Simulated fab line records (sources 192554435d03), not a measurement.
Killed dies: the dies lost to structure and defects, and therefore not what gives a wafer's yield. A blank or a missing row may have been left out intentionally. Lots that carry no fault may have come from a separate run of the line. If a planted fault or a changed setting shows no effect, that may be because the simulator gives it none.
Which tool is to blame? + flow n5Finfet + 14 lots with 39 wafers sampled at 6 steps, on a route of 1938 steps

== WHAT THE GAUGES SHOWED, per wafer ==
N5_WELL_APT_OVL_MEAS_26.
| lot  | measured    | on         | PWELL_OVL (nm) |
|------|-------------|------------|----------------|
| L845 | day 1 21:02 | overlay-01 | 5 6 9          |
| L846 | day 2 03:15 | overlay-02 | -6 -4 -1       |
| L847 | day 2 08:50 | overlay-02 | -4 1 0         |
| L848 | day 2 14:47 | overlay-02 | -7 2 -6        |
| L849 | day 2 21:34 | overlay-01 | 6 8 -2         |
| L850 | day 3 03:05 | overlay-02 | -3 -7          |
| L851 | day 3 09:40 | overlay-01 | 9 5 9          |
| L852 | day 3 15:23 | overlay-02 | -1 9           |
| L853 | day 3 20:47 | overlay-01 | 2 10 3         |
| L854 | day 4 03:28 | overlay-01 | -6 -7 1        |
| L855 | day 4 09:02 | overlay-01 | 19 14          |
| L856 | day 4 15:05 | overlay-02 | 1 1 -1         |
| L863 | day 6 08:51 | overlay-02 | -8 -5 -2       |
| L865 | day 6 20:46 | overlay-01 | -1 5 9         |

N5_WELL_APT_INSPECT_27: inspects for defects (macro).
| lot  | measured    | on               | rawDefectCount |
|------|-------------|------------------|----------------|
| L845 | day 1 21:04 | defectInspect-02 | 0 3 5          |
| L846 | day 2 03:17 | defectInspect-02 | 4 2 3          |
| L847 | day 2 08:52 | defectInspect-02 | 4 2 0          |
| L848 | day 2 14:48 | defectInspect-02 | 3 1 4          |
| L849 | day 2 21:35 | defectInspect-02 | 7 3 3          |
| L850 | day 3 03:07 | defectInspect-02 | 2 3            |
| L851 | day 3 09:42 | defectInspect-01 | 3 2 4          |
| L852 | day 3 15:24 | defectInspect-01 | 1 1            |
| L853 | day 3 20:48 | defectInspect-01 | 4 3 1          |
| L854 | day 4 03:29 | defectInspect-02 | 2 0 1          |
| L855 | day 4 09:04 | defectInspect-01 | 1 2            |
| L856 | day 4 15:07 | defectInspect-01 | 2 1 3          |
| L863 | day 6 08:53 | defectInspect-01 | 0 3 2          |
| L865 | day 6 20:47 | defectInspect-02 | 1 2 2          |

N5_PMOS_HMC_CHANNEL_EPI_THK_MEAS_22.
| lot  | measured    | on           | HMC_CMP_THK (nm) |
|------|-------------|--------------|------------------|
| L845 | day 2 03:00 | filmMetro-02 | 51.7 53.4 54.0   |
| L846 | day 2 08:22 | filmMetro-01 | 53.2 54.4 52.9   |
| L847 | day 2 13:48 | filmMetro-02 | 54.5 54.3 54.4   |
| L848 | day 2 20:26 | filmMetro-01 | 52.6 54.1 52.1   |
| L849 | day 3 03:02 | filmMetro-02 | 52.6 53.7 52.8   |
| L850 | day 3 08:03 | filmMetro-01 | 54.2 52.4        |
| L851 | day 3 15:05 | filmMetro-01 | 53.9 54.6 53.9   |
| L852 | day 3 21:10 | filmMetro-02 | 54.1 53.7        |
| L853 | day 4 01:36 | filmMetro-02 | 53.9 53.5 53.8   |
| L854 | day 4 08:53 | filmMetro-01 | 53.5 54.4 53.1   |
| L855 | day 4 13:46 | filmMetro-02 | 55.0 54.4        |
| L856 | day 4 19:32 | filmMetro-02 | 51.5 53.0 54.1   |
| L863 | day 6 13:23 | filmMetro-01 | 40.2 39.6 40.6   |
| L865 | day 7 01:11 | filmMetro-02 | 40.2 40.1 38.9   |

N5_FIN_SAQP_THK_MEAS_05.
| lot  | measured    | on           | thkNm (nm)     |
|------|-------------|--------------|----------------|
| L845 | day 2 04:12 | filmMetro-01 | 37.6 38.3 37.5 |
| L846 | day 2 09:46 | filmMetro-01 | 37.4 37.5 38.6 |
| L847 | day 2 15:25 | filmMetro-02 | 36.9 38.0 37.9 |
| L848 | day 2 21:54 | filmMetro-01 | 37.7 37.2 37.9 |
| L849 | day 3 05:14 | filmMetro-02 | 37.2 38.0 38.1 |
| L850 | day 3 09:47 | filmMetro-02 | 38.6 37.2      |
| L851 | day 3 16:36 | filmMetro-01 | 37.6 38.1 38.2 |
| L852 | day 3 22:31 | filmMetro-02 | 36.9 37.7      |
| L853 | day 4 02:43 | filmMetro-01 | 37.1 37.4 37.7 |
| L854 | day 4 10:08 | filmMetro-02 | 38.6 39.4 39.5 |
| L855 | day 4 15:56 | filmMetro-01 | 37.2 38.2      |
| L856 | day 4 21:15 | filmMetro-02 | 38.4 37.8 38.8 |
| L863 | day 6 14:29 | filmMetro-01 | 37.1 38.3 37.5 |
| L865 | day 7 02:26 | filmMetro-01 | 37.9 37.1 38.5 |

N5_BEOL_M4_RC_MEAS_101.
| lot  | measured     | on        | CJ_P           | DIBL_N (mV/V)  | DIBL_P (mV/V)    | IOFF_N (nA/um)    | IOFF_P (nA/um)    | IOFF_P_85C (nA/um) | IOFF_P_LIN (nA/um) | ION_N (uA/um) | ION_P (uA/um) | REXT_P (ohm.um)   | RS_NWELL (ohm/sq) | SS_N (mV/dec)  | SS_P (mV/dec)     | VT_N (mV)   | VT_P (mV)      |
|------|--------------|-----------|----------------|----------------|------------------|-------------------|-------------------|--------------------|--------------------|---------------|---------------|-------------------|-------------------|----------------|-------------------|-------------|----------------|
| L845 | day 7 22:11  | prober-01 | 6.22 5.94 5.87 | 35.7 38.0 37.1 | 36.5 38.4 37.1   | 0.146 0.192 0.176 | 0.19 0.21 0.20    | 3.2 3.6 3.4        | 0.088 0.097 0.094  | 670 672 682   | 454 457 455   | 99.8 98.6 99.5    | 1036 1028 1034    | 72.9 73.0 72.7 | 72.9 73.7 73.0    | 251 250 251 | -253 -249 -249 |
| L846 | day 8 10:56  | prober-02 | 5.91 5.73 5.91 | 37.5 38.5 35.5 | 36.4 38.3 34.8   | 0.161 0.195 0.131 | 0.23 0.27 0.20    | 4.0 4.7 3.7        | 0.111 0.127 0.102  | 675 690 665   | 467 474 465   | 103.3 102.8 103.8 | 1038 1028 1037    | 71.4 72.0 71.7 | 73.3 73.9 73.3    | 249 244 251 | -247 -245 -248 |
| L847 | day 8 10:41  | prober-01 | 5.66 5.81 5.81 | 34.4 37.0 36.8 | 31.2 34.5 34.3   | 0.096 0.137 0.137 | 0.13 0.18 0.18    | 2.5 3.2 3.1        | 0.069 0.084 0.085  | 655 672 669   | 449 458 458   | 100.6 100.9 99.8  | 1045 1055 1047    | 70.5 71.1 71.2 | 72.3 73.2 73.1    | 261 253 251 | -260 -254 -255 |
| L848 | day 9 07:46  | prober-01 | 5.95 5.61 6.05 | 33.9 34.9 34.1 | 34.8 35.9 35.4   | 0.122 0.143 0.125 | 0.16 0.17 0.16    | 2.9 3.0 2.9        | 0.082 0.084 0.082  | 670 674 665   | 457 452 459   | 104.7 104.0 104.6 | 1038 1050 1027    | 70.9 70.7 71.5 | 72.9 73.0 72.6    | 250 251 251 | -254 -252 -256 |
| L849 | day 9 10:22  | prober-02 | 5.96 5.58 5.98 | 36.1 36.7 36.1 | 34.1 34.2 35.3   | 0.143 0.153 0.155 | 0.20 0.20 0.22    | 3.4 3.5 3.7        | 0.101 0.101 0.106  | 678 659 664   | 465 449 461   | 97.0 97.9 98.8    | 1035 1040 1042    | 71.3 71.6 70.4 | 73.3 73.1 73.9    | 251 249 248 | -249 -247 -247 |
| L850 | day 10 03:01 | prober-02 | 5.48 6.07      | 36.8 37.5      | 38.6 38.5        | 0.155 0.170       | 0.19 0.20         | 3.4 3.5            | 0.091 0.094        | 678 676       | 459 463       | 100.4 99.1        | 1027 1029         | 71.0 70.9      | 73.4 73.9         | 252 251     | -252 -254      |
| L851 | day 9 17:10  | prober-02 | 5.76 5.68 5.59 | 37.0 37.5 35.0 | 36.6 37.7 33.7   | 0.143 0.146 0.112 | 0.19 0.19 0.14    | 3.3 3.4 2.6        | 0.088 0.089 0.072  | 670 665 661   | 459 453 450   | 103.5 103.5 105.7 | 1032 1030 1037    | 71.6 71.9 71.4 | 73.8 74.1 72.9    | 252 254 256 | -255 -255 -259 |
| L852 | day 9 23:46  | prober-02 | 5.89 5.91      | 34.6 36.3      | 34.5 36.1        | 0.115 0.146       | 0.15 0.18         | 2.9 3.3            | 0.080 0.089        | 652 669       | 449 463       | 105.9 105.1       | 1047 1045         | 71.6 71.1      | 72.3 72.7         | 256 252     | -255 -253      |
| L853 | day 10 14:59 | prober-01 | 5.83 5.99 5.69 | 35.9 36.2 35.8 | 35.9 36.9 36.0   | 0.158 0.169 0.161 | 0.21 0.23 0.21    | 3.6 3.8 3.6        | 0.102 0.105 0.100  | 673 684 685   | 464 469 466   | 101.1 100.0 101.3 | 1043 1039 1050    | 71.3 71.0 70.9 | 72.6 73.7 73.8    | 248 248 248 | -245 -248 -251 |
| L854 | day 10 23:31 | prober-01 | 5.89 5.61 5.92 | 37.8 37.7 37.9 | 35.5 35.1 34.9   | 0.148 0.151 0.149 | 0.21 0.21 0.20    | 3.7 3.7 3.5        | 0.099 0.099 0.094  | 669 666 662   | 458 459 451   | 101.3 102.8 102.8 | 1046 1038 1048    | 71.3 72.1 72.2 | 73.0 72.7 73.3    | 250 253 255 | -247 -249 -250 |
| L855 | day 11 00:23 | prober-02 | 5.50 5.73      | 36.5 35.9      | 35.2 34.6        | 0.167 0.151       | 0.21 0.20         | 3.7 3.5            | 0.100 0.095        | 681 670       | 466 462       | 101.2 101.0       | 1030 1034         | 72.1 70.9      | 72.9 73.4         | 251 250     | -246 -248      |
| L856 | day 10 20:46 | prober-01 | 6.25 6.02 5.83 | 37.1 34.2 35.5 | 37.8 34.8 36.5   | 0.177 0.128 0.145 | 0.23 0.18 0.20    | 4.1 3.4 3.7        | 0.110 0.092 0.097  | 667 677 672   | 458 467 459   | 97.4 95.6 96.1    | 1037 1031 1026    | 71.3 71.8 71.3 | 74.7 73.7 74.1    | 248 252 251 | -248 -250 -253 |
| L863 | day 12 21:50 | prober-02 | 5.39 4.94 5.31 | 36.3 36.0 35.3 | 101.9 124.8 95.6 | 0.179 0.177 0.159 | 20.48 41.53 16.00 | 166.1 300.7 134.2  | 0.372 0.584 0.313  | 677 689 683   | 355 365 355   | 121.3 120.2 118.0 | 1061 1069 1059    | 71.6 71.5 71.4 | 129.3 140.1 126.2 | 247 248 251 | -250 -249 -250 |
| L865 | day 13 12:31 | prober-02 | 4.72 5.07 -    | 33.7 33.9 34.5 | 101.0 110.4 -    | 0.135 0.133 0.145 | 17.58 23.86 -     | 149.4 193.5 -      | 0.350 0.406 -      | 662 664 653   | 353 351 -     | 120.8 118.2 -     | 1074 1076 1076    | 71.3 71.8 71.4 | 128.1 135.5 -     | 251 253 254 | -249 -251 -    |

== TOOL THAT RAN EACH LOT (tool first, then ch and the chambers of the sampled wafers, then the start) ==
| lot  | N5_PMOS_HMC_CHANNEL_EPI_EPI_20 |
|------|--------------------------------|
| L845 | epiRpcvd-01 ch 0, day 2 00:22  |
| L846 | epiRpcvd-04 ch 0, day 2 06:56  |
| L847 | epiRpcvd-02 ch 0, day 2 12:22  |
| L848 | epiRpcvd-04 ch 0, day 2 18:55  |
| L849 | epiRpcvd-01 ch 0, day 3 01:11  |
| L850 | epiRpcvd-02 ch 0, day 3 07:13  |
| L851 | epiRpcvd-04 ch 0, day 3 13:51  |
| L852 | epiRpcvd-01 ch 0, day 3 19:18  |
| L853 | epiRpcvd-04 ch 0, day 3 23:58  |
| L854 | epiRpcvd-02 ch 0, day 4 07:34  |
| L855 | epiRpcvd-04 ch 0, day 4 12:43  |
| L856 | epiRpcvd-04 ch 0, day 4 17:54  |
| L863 | epiRpcvd-04 ch 0, day 6 11:45  |
| L865 | epiRpcvd-04 ch 0, day 6 23:44  |
- N5_PMOS_HMC_CHANNEL_EPI_EPI_20: deposits SiGe30, target thk 59 nm.

== WHAT THE TOOLS THEMSELVES READ (means of the sampled wafers that have a number; where no wafer has one, the mark that the record gives instead) ==
N5_PMOS_HMC_CHANNEL_EPI_EPI_20.
| lot  | tool        | susceptorTempC (C) | susceptor_temp_C_max |
|------|-------------|--------------------|----------------------|
| L845 | epiRpcvd-01 | 599.75             | 601.3                |
| L846 | epiRpcvd-04 | 600.22             | 601.2                |
| L847 | epiRpcvd-02 | 600.26             | 601.5                |
| L848 | epiRpcvd-04 | 600.21             | 601.2                |
| L849 | epiRpcvd-01 | 600.30             | 601.3                |
| L850 | epiRpcvd-02 | 599.94             | 601.2                |
| L851 | epiRpcvd-04 | 600.02             | 600.9                |
| L852 | epiRpcvd-01 | 599.93             | 601.3                |
| L853 | epiRpcvd-04 | 600.34             | 601.2                |
| L854 | epiRpcvd-02 | 599.88             | 601.3                |
| L855 | epiRpcvd-04 | 600.23             | 601.1                |
| L856 | epiRpcvd-04 | 600.16             | 601.1                |
| L863 | epiRpcvd-04 | 599.96             | 600.9                |
| L865 | epiRpcvd-04 | 600.09             | 601.0                |

== THE ANSWER, worked out from the rows above alone ==
Rule: the usual values come from the lots themselves. Put in order of their means at a reading, lots are off if they are a third of the lots or fewer, leave a main group of 4 or more, and stand apart from it by a gap of 3 or more times the standard deviation of the main group's means; of several such gaps the widest counts. If all means in a main group match to the digits the tables above print for the reading, that group is not used. Also off: a lot with no number at a reading for which 4 or more lots have one. Any other lot the step has rows for is counted as sound. Order of review: gauges by route order, followed by the tools' own readings, for which a lot's mean as printed above is used. At the first step where some lot is off, the reading lying furthest off is the one used; lots without a number count as furthest.
Off: L863, L865, at N5_PMOS_HMC_CHANNEL_EPI_THK_MEAS_22 (HMC_CMP_THK). The main group: mean 53.6 nm, standard deviation 0.58.
A tool fits if, at a process step before that reading, it ran every lot that is off, and no sound lot after the first of them. The gauges at N5_PMOS_HMC_CHANNEL_EPI_THK_MEAS_22 aren't tried: what is off there is off at N5_BEOL_M4_RC_MEAS_101 too, on other tools, and a gauge's error can't cause that. One candidate fits, namely epiRpcvd-04 at N5_PMOS_HMC_CHANNEL_EPI_EPI_20. Its last sound lot is L856 (day 4 17:54), its first lot that is off L863 (day 6 11:45): a fault that began between those two fits.

== WHAT THE SIMULATOR HAD INSERTED ==
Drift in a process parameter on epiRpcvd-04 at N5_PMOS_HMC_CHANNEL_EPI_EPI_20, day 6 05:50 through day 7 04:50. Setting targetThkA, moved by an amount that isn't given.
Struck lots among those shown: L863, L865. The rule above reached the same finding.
